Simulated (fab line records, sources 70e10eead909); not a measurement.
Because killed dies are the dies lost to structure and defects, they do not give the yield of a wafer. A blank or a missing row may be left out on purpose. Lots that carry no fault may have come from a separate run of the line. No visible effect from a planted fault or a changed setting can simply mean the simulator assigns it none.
Which tool was responsible? ; flow nand_harc ; 24 lots, 72 wafers sampled, at 6 steps of a route of 1159

WHAT THE GAUGES READ, wafer by wafer
NHARC_A_SLIT_CD_MEAS_09 targets a cd of 300 nm. Usual: cd_nm at 300.0 nm, with a standard deviation of 0.46.
lot;measured;on;cd_nm (nm);flag
L074;day 14 03:44;cd_sem-01;300.2 299.7 300.2;
L075;day 14 03:46;cd_sem-02;299.4 299.2 299.7;
L076;day 14 15:33;cd_sem-03;300.0 299.9 300.0;
L077;day 14 14:52;cd_sem-02;299.3 299.1 299.5;
L078;day 15 07:22;cd_sem-02;300.0 299.6 299.7;
L079;day 15 06:57;cd_sem-03;300.4 300.3 300.2;
L081;day 16 07:22;cd_sem-01;300.1 300.2 300.5;
L080;day 16 08:21;cd_sem-01;299.3 299.9 299.3;
L082;day 16 21:50;cd_sem-02;299.5 299.5 300.1;
L083;day 16 23:55;cd_sem-01;300.5 300.0 300.2;
L085;day 16 22:14;cd_sem-01;300.0 299.8 300.4;
L084;day 16 21:59;cd_sem-03;299.9 300.1 300.0;
L087;day 17 11:52;cd_sem-01;300.7 300.2 300.6;
L086;day 17 22:32;cd_sem-01;299.7 300.1 299.8;
L088;day 17 23:07;cd_sem-01;299.9 299.8 300.7;
L089;day 17 22:18;cd_sem-03;300.8 300.4 300.1;
L090;day 18 10:35;cd_sem-03;299.9 300.2 299.8;
L092;day 18 09:59;cd_sem-02;299.7 299.6 299.4;
L091;day 18 08:44;cd_sem-02;299.4 299.7 300.2;
L093;day 19 03:20;cd_sem-01;298.8 299.1 299.3;
L094;day 19 03:58;cd_sem-01;300.1 299.7 299.6;
L095;day 19 13:20;cd_sem-03;300.3 300.7 301.0;
L096;day 19 12:25;cd_sem-03;300.5 300.5 300.2;
L097;day 20 11:00;cd_sem-03;300.6 300.6 300.0;

WHAT TOOL EACH LOT RAN ON (gives the tool, then ch and the chambers of the sampled wafers, and finally the start)
lot;NHARC_A_STAIRCASE_DESCUM_168;NHARC_A_STAIRCASE_TRIM_18;NHARC_A_STAIRCASE_ETCH_232;NHARC_A_STAIRCASE_ETCH_236;NHARC_A_STAIRCASE_ETCH_315
L074;rie_diel-13 ch 2,3, day 10 17:08;rie_diel-13 ch 1,2, day 14 03:44 or earlier;rie_diel-01 ch 0,3, day 14 03:44 or earlier;rie_diel-01 ch 0,2,3, day 14 03:44 or earlier;rie_diel-01 ch 0,2,3, day 14 03:44 or earlier
L075;rie_diel-06 ch 0,1,3, day 10 17:17;rie_diel-01 ch 1,2,3, day 14 03:46 or earlier;rie_diel-13 ch 0,1, day 14 03:46 or earlier;rie_diel-13 ch 0,1,2, day 14 03:46 or earlier;rie_diel-06 ch 2,3, day 14 03:46 or earlier
L076;rie_diel-13 ch 0,3, day 11 03:51;rie_diel-01 ch 0,1,3, day 14 15:33 or earlier;rie_diel-13 ch 0,3, day 14 15:33 or earlier;rie_diel-13 ch 1,2,3, day 14 15:33 or earlier;rie_diel-06 ch 0,1, day 14 15:33 or earlier
L077;rie_diel-13 ch 0,2,3, day 11 04:03;rie_diel-01 ch 1,2, day 14 14:52 or earlier;rie_diel-01 ch 1,2, day 14 14:52 or earlier;rie_diel-01 ch 0,1,2, day 14 14:52 or earlier;rie_diel-13 ch 0,2,3, day 14 14:52 or earlier
L078;rie_diel-01 ch 0,1,3, day 11 20:05;rie_diel-01 ch 1,2,3, day 15 07:22 or earlier;rie_diel-01 ch 1,3, day 15 07:22 or earlier;rie_diel-01 ch 0,1,3, day 15 07:22 or earlier;rie_diel-01 ch 0,2, day 15 07:22 or earlier
L079;rie_diel-06 ch 0,3, day 11 20:23;rie_diel-06 ch 0,2,3, day 15 06:57 or earlier;rie_diel-13 ch 2,3, day 15 06:57 or earlier;rie_diel-13 ch 0,1,2, day 15 06:57 or earlier;rie_diel-01 ch 1,2, day 15 06:57 or earlier
L081;rie_diel-13 ch 0,2,3, day 12 07:00;rie_diel-06 ch 0,2,3, day 16 07:22 or earlier;rie_diel-06 ch 0,1,3, day 16 07:22 or earlier;rie_diel-06 ch 0,2,3, day 16 07:22 or earlier;rie_diel-01 ch 1,2,3, day 16 07:22 or earlier
L080;rie_diel-13 ch 0,2, day 12 07:11;rie_diel-01 ch 0,2,3, day 16 08:21 or earlier;rie_diel-13 ch 0,2,3, day 16 08:21 or earlier;rie_diel-13 ch 0,2, day 16 08:21 or earlier;rie_diel-01 ch 0,1,2, day 16 08:21 or earlier
L082;rie_diel-06 ch 0,2,3, day 12 23:42;rie_diel-06 ch 0,1,2, day 16 21:50 or earlier;rie_diel-13 ch 0,1,3, day 16 21:50 or earlier;rie_diel-13 ch 0,2,3, day 16 21:50 or earlier;rie_diel-13 ch 0,1,2, day 16 21:50 or earlier
L083;rie_diel-01 ch 1,2,3, day 12 23:52;rie_diel-13 ch 1,3, day 16 23:55 or earlier;rie_diel-01 ch 1,2,3, day 16 23:55 or earlier;rie_diel-01 ch 0,2,3, day 16 23:55 or earlier;rie_diel-13 ch 1,3, day 16 23:55 or earlier
L085;rie_diel-01 ch 0,3, day 13 12:23;rie_diel-06 ch 0,2,3, day 16 22:14 or earlier;rie_diel-06 ch 0,1,2, day 16 22:14 or earlier;rie_diel-06 ch 0,2, day 16 22:14 or earlier;rie_diel-13 ch 0,2, day 16 22:14 or earlier
L084;rie_diel-01 ch 0,1,3, day 13 12:28;rie_diel-13 ch 0,3, day 16 21:59 or earlier;rie_diel-01 ch 0,2,3, day 16 21:59 or earlier;rie_diel-01 ch 2,3, day 16 21:59 or earlier;rie_diel-01 ch 0,2,3, day 16 21:59 or earlier
L087;rie_diel-01 ch 0,2,3, day 13 21:21;rie_diel-06 ch 0,2, day 17 11:52 or earlier;rie_diel-06 ch 1,2,3, day 17 11:52 or earlier;rie_diel-06 ch 1,2,3, day 17 11:52 or earlier;rie_diel-01 ch 0,2,3, day 17 11:52 or earlier
L086;rie_diel-13 ch 0,1,2, day 14 04:24;rie_diel-13 ch 1,3, day 17 22:32 or earlier;rie_diel-06 ch 1,2, day 17 22:32 or earlier;rie_diel-06 ch 1,2,3, day 17 22:32 or earlier;rie_diel-01 ch 0,1, day 17 22:32 or earlier
L088;rie_diel-06 ch 0,1,2, day 14 07:48;rie_diel-13 ch 0,1,2, day 17 23:07 or earlier;rie_diel-06 ch 2,3, day 17 23:07 or earlier;rie_diel-06 ch 0,1,3, day 17 23:07 or earlier;rie_diel-06 ch 0,3, day 17 23:07 or earlier
L089;rie_diel-06 ch 0,2, day 14 08:04;rie_diel-13 ch 0,2,3, day 17 22:18 or earlier;rie_diel-01 ch 0,2,3, day 17 22:18 or earlier;rie_diel-01 ch 0,1, day 17 22:18 or earlier;rie_diel-06 ch 0,1,2, day 17 22:18 or earlier
L090;rie_diel-13 ch 0,2,3, day 14 20:48;rie_diel-06 ch 0,2,3, day 18 10:35 or earlier;rie_diel-01 ch 1,2,3, day 18 10:35 or earlier;rie_diel-01 ch 0,1,2, day 18 10:35 or earlier;rie_diel-13 ch 0,2,3, day 18 10:35 or earlier
L092;rie_diel-06 ch 1,2, day 14 20:58;rie_diel-13 ch 0,1, day 18 09:59 or earlier;rie_diel-13 ch 0,3, day 18 09:59 or earlier;rie_diel-13 ch 0,1,2, day 18 09:59 or earlier;rie_diel-06 ch 0,1, day 18 09:59 or earlier
L091;rie_diel-01 ch 1,2,3, day 14 21:07;rie_diel-13 ch 0,2,3, day 18 08:44 or earlier;rie_diel-01 ch 1,2,3, day 18 08:44 or earlier;rie_diel-01 ch 0,1,2, day 18 08:44 or earlier;rie_diel-01 ch 0,1,3, day 18 08:44 or earlier
L093;rie_diel-13 ch 0,1,2, day 15 09:35;rie_diel-01 ch 0,1,2, day 19 03:20 or earlier;rie_diel-06 ch 0,1,3, day 19 03:20 or earlier;rie_diel-06 ch 0,1,3, day 19 03:20 or earlier;rie_diel-13 ch 0,2,3, day 19 03:20 or earlier
L094;rie_diel-13 ch 2,3, day 15 15:33;rie_diel-06 ch 0,3, day 19 03:58 or earlier;rie_diel-06 ch 0,2, day 19 03:58 or earlier;rie_diel-06 ch 1,2, day 19 03:58 or earlier;rie_diel-06 ch 0,1,2, day 19 03:58 or earlier
L095;rie_diel-06 ch 0,1, day 15 19:00;rie_diel-01 ch 0,1,2, day 19 13:20 or earlier;rie_diel-01 ch 1,2,3, day 19 13:20 or earlier;rie_diel-01 ch 1,3, day 19 13:20 or earlier;rie_diel-06 ch 0,2, day 19 13:20 or earlier
L096;rie_diel-13 ch 1,2,3, day 16 04:22;rie_diel-13 ch 1,2,3, day 19 12:25 or earlier;rie_diel-01 ch 2,3, day 19 12:25 or earlier;rie_diel-01 ch 0,1, day 19 12:25 or earlier;rie_diel-13 ch 1,3, day 19 12:25 or earlier
L097;rie_diel-13 ch 0,1,2, day 16 17:17;rie_diel-01 ch 1,2, day 20 11:00 or earlier;rie_diel-01 ch 0,3, day 20 11:00 or earlier;rie_diel-01 ch 0,2,3, day 20 11:00 or earlier;rie_diel-06 ch 2,3, day 20 11:00 or earlier
- NHARC_A_STAIRCASE_DESCUM_168: chemistry O2, time 3 s.
- NHARC_A_STAIRCASE_TRIM_18: chemistry O2, time 211.2 s.
- NHARC_A_STAIRCASE_ETCH_232: etches the open film in C4F8/O2, target depth 100 nm, time 40.5 s.
- NHARC_A_STAIRCASE_ETCH_236: etches the open film in C4F8/O2, target depth 100 nm, time 40.5 s.
- NHARC_A_STAIRCASE_ETCH_315: etches the open film in C4F8/O2/Ar, target depth 2500 nm, time 607.1 s.

WHAT THE TOOLS THEMSELVES READ (means of the sampled wafers that have a number; where no wafer has one, the mark that the record gives instead)
NHARC_A_STAIRCASE_DESCUM_168. Usual: drypump_motor_current_A 5.9 A, standard deviation 0.43; oes_product_au 0.996 a.u., standard deviation 0.0095; rf_vpp_V 57.5 V, standard deviation 0.9; showerhead_plenum_p_Torr 1.88 Torr, standard deviation 0.097; throttle_valve_pct 11.312 %, standard deviation 0.01.
lot;tool;drypump_motor_current_A (A);oes_product_au (a.u.);rf_vpp_V (V);showerhead_plenum_p_Torr (Torr);throttle_valve_pct (%);flag
L074;rie_diel-13;6.2;1.011;57.0;1.77;11.307;
L075;rie_diel-06;6.2;1.003;57.3;1.92;11.306;
L076;rie_diel-13;5.6;0.980;57.5;1.89;11.310;
L077;rie_diel-13;5.9;0.991;57.8;1.83;11.310;
L078;rie_diel-01;5.8;0.985;57.6;1.87;11.302;
L079;rie_diel-06;6.0;0.997;56.9;1.90;11.307;
L081;rie_diel-13;5.9;0.992;57.3;1.83;11.313;
L080;rie_diel-13;6.2;0.991;57.6;1.82;11.306;
L082;rie_diel-06;6.2;0.994;57.2;1.89;11.317;
L083;rie_diel-01;5.8;0.988;58.0;1.84;11.317;
L085;rie_diel-01;5.9;0.983;57.8;1.89;11.301;
L084;rie_diel-01;5.8;1.008;56.9;1.86;11.306;
L087;rie_diel-01;5.9;0.996;57.6;1.87;11.312;
L086;rie_diel-13;5.8;0.998;57.2;1.94;11.311;
L088;rie_diel-06;6.3;1.000;58.8;1.97;11.298;
L089;rie_diel-06;6.1;0.991;58.4;1.95;11.308;
L090;rie_diel-13;5.9;0.997;58.2;1.93;11.323;
L092;rie_diel-06;6.5;0.999;58.5;1.98;11.319;
L091;rie_diel-01;5.8;1.003;57.1;1.84;11.314;
L093;rie_diel-13;5.8;0.991;57.7;1.94;11.305;
L094;rie_diel-13;5.8;0.995;57.4;1.87;11.319;
L095;rie_diel-06;6.1;0.994;58.4;1.97;11.316;
L096;rie_diel-13;5.7;1.001;57.5;1.88;11.312;
L097;rie_diel-13;5.8;1.004;57.9;1.93;11.309;

NHARC_A_STAIRCASE_TRIM_18. Usual: drypump_motor_current_A 5.9 A, standard deviation 0.4; oes_product_au 0.999 a.u., standard deviation 0.0085; rf_vpp_V 57.7 V, standard deviation 0.94; showerhead_plenum_p_Torr 3.47 Torr, standard deviation 0.17; throttle_valve_pct 17.038 %, standard deviation 0.0091.
lot;tool;drypump_motor_current_A (A);oes_product_au (a.u.);rf_vpp_V (V);showerhead_plenum_p_Torr (Torr);throttle_valve_pct (%);flag
L074;rie_diel-13;6.1;1.004;57.0;3.31;17.037;
L075;rie_diel-01;5.8;1.001;57.4;3.42;17.040;
L076;rie_diel-01;5.8;0.992;57.8;3.46;17.040;
L077;rie_diel-01;5.7;0.999;56.6;3.34;17.038;
L078;rie_diel-01;5.8;0.992;57.8;3.41;17.043;
L079;rie_diel-06;6.2;0.998;57.2;3.50;17.036;
L081;rie_diel-06;6.2;0.995;57.1;3.50;17.045;
L080;rie_diel-01;5.8;0.990;58.1;3.46;17.031;
L082;rie_diel-06;6.3;0.996;58.3;3.63;17.038;
L083;rie_diel-13;5.4;0.997;57.1;3.31;17.038;
L085;rie_diel-06;6.2;0.998;57.5;3.49;17.041;
L084;rie_diel-13;5.6;0.999;58.7;3.48;17.039;
L087;rie_diel-06;6.1;0.996;57.8;3.60;17.032;
L086;rie_diel-13;5.4;0.995;56.4;3.30;17.042;
L088;rie_diel-13;5.8;0.995;57.6;3.57;17.039;
L089;rie_diel-13;5.8;0.994;57.0;3.55;17.041;
L090;rie_diel-06;6.2;0.990;57.7;3.49;17.042;
L092;rie_diel-13;5.6;1.000;58.5;3.50;17.031;
L091;rie_diel-13;5.9;0.996;57.9;3.55;17.041;
L093;rie_diel-01;5.7;1.013;58.2;3.37;17.034;
L094;rie_diel-06;6.0;0.998;56.9;3.48;17.039;
L095;rie_diel-01;5.7;1.008;58.3;3.37;17.039;
L096;rie_diel-13;5.8;0.995;57.2;3.47;17.037;
L097;rie_diel-01;5.7;1.009;57.2;3.32;17.043;

NHARC_A_STAIRCASE_ETCH_232. Usual: oes_product_au 0.944 a.u., standard deviation 0.012; rf_vpp_V 893 V, standard deviation 5.5.
lot;tool;oes_product_au (a.u.);rf_vpp_V (V);flag
L074;rie_diel-01;0.944;895;
L075;rie_diel-13;0.934;896;
L076;rie_diel-13;0.928;891;
L077;rie_diel-01;0.949;890;
L078;rie_diel-01;0.934;891;
L079;rie_diel-13;0.948;887;
L081;rie_diel-06;0.943;896;
L080;rie_diel-13;0.954;897;
L082;rie_diel-13;0.937;891;
L083;rie_diel-01;0.938;891;
L085;rie_diel-06;0.940;899;
L084;rie_diel-01;0.940;893;
L087;rie_diel-06;0.932;896;
L086;rie_diel-06;0.946;900;
L088;rie_diel-06;0.938;894;
L089;rie_diel-01;0.947;893;
L090;rie_diel-01;0.964;891;
L092;rie_diel-13;0.946;890;
L091;rie_diel-01;0.968;890;
L093;rie_diel-06;0.939;895;
L094;rie_diel-06;0.943;898;
L095;rie_diel-01;0.948;891;
L096;rie_diel-01;0.936;894;
L097;rie_diel-01;0.941;894;

NHARC_A_STAIRCASE_ETCH_236. Usual: oes_product_au 0.942 a.u., standard deviation 0.012; rf_vpp_V 893 V, standard deviation 5.2.
lot;tool;oes_product_au (a.u.);rf_vpp_V (V);flag
L074;rie_diel-01;0.933;893;
L075;rie_diel-13;0.956;892;
L076;rie_diel-13;0.936;887;
L077;rie_diel-01;0.940;891;
L078;rie_diel-01;0.944;893;
L079;rie_diel-13;0.944;891;
L081;rie_diel-06;0.946;895;
L080;rie_diel-13;0.929;903;
L082;rie_diel-13;0.939;897;
L083;rie_diel-01;0.943;894;
L085;rie_diel-06;0.944;898;
L084;rie_diel-01;0.922;894;
L087;rie_diel-06;0.945;895;
L086;rie_diel-06;0.936;896;
L088;rie_diel-06;0.936;895;
L089;rie_diel-01;0.952;893;
L090;rie_diel-01;0.957;890;
L092;rie_diel-13;0.948;898;
L091;rie_diel-01;0.945;890;
L093;rie_diel-06;0.940;896;
L094;rie_diel-06;0.944;899;
L095;rie_diel-01;0.945;891;
L096;rie_diel-01;0.937;890;
L097;rie_diel-01;0.940;893;

NHARC_A_STAIRCASE_ETCH_315. Usual: oes_product_au 0.930 a.u., standard deviation 0.011; rf_vpp_V 1824 V, standard deviation 12.
lot;tool;oes_product_au (a.u.);rf_vpp_V (V);flag
L074;rie_diel-01;0.924;1822;
L075;rie_diel-06;0.963;1818;
L076;rie_diel-06;0.925;1837;
L077;rie_diel-13;0.928;1816;
L078;rie_diel-01;0.932;1819;
L079;rie_diel-01;0.927;1812;
L081;rie_diel-01;0.919;1817;
L080;rie_diel-01;0.931;1815;
L082;rie_diel-13;0.927;1830;
L083;rie_diel-13;0.921;1812;
L085;rie_diel-13;0.928;1841;
L084;rie_diel-01;0.935;1821;
L087;rie_diel-01;0.945;1820;
L086;rie_diel-01;0.953;1819;
L088;rie_diel-06;0.936;1824;
L089;rie_diel-06;0.920;1833;
L090;rie_diel-13;0.924;1828;
L092;rie_diel-06;0.933;1836;
L091;rie_diel-01;0.931;1820;
L093;rie_diel-13;0.927;1828;
L094;rie_diel-06;0.921;1833;
L095;rie_diel-06;0.929;1831;
L096;rie_diel-13;0.928;1809;
L097;rie_diel-06;0.938;1823;

THE ANSWER, worked out from the rows above alone
Rule: lot off if the mean of its wafers having a number is beyond 3 standard deviations from the usual mean. A lot without any number at a reading at which 4 lots or more have one is off too. Where the step has rows for the other lots, those lots are counted as sound. After the gauges, taken in route order, come the tools' own readings; for these a lot's mean is taken, as printed above. The first step at which some lot is off is used, and at that step the reading that is off furthest; a lot without a number counts as furthest.
No lot is off on any of the readings shown, so nothing can be concluded from this.

WHAT HAD BEEN PUT IN BY THE SIMULATOR
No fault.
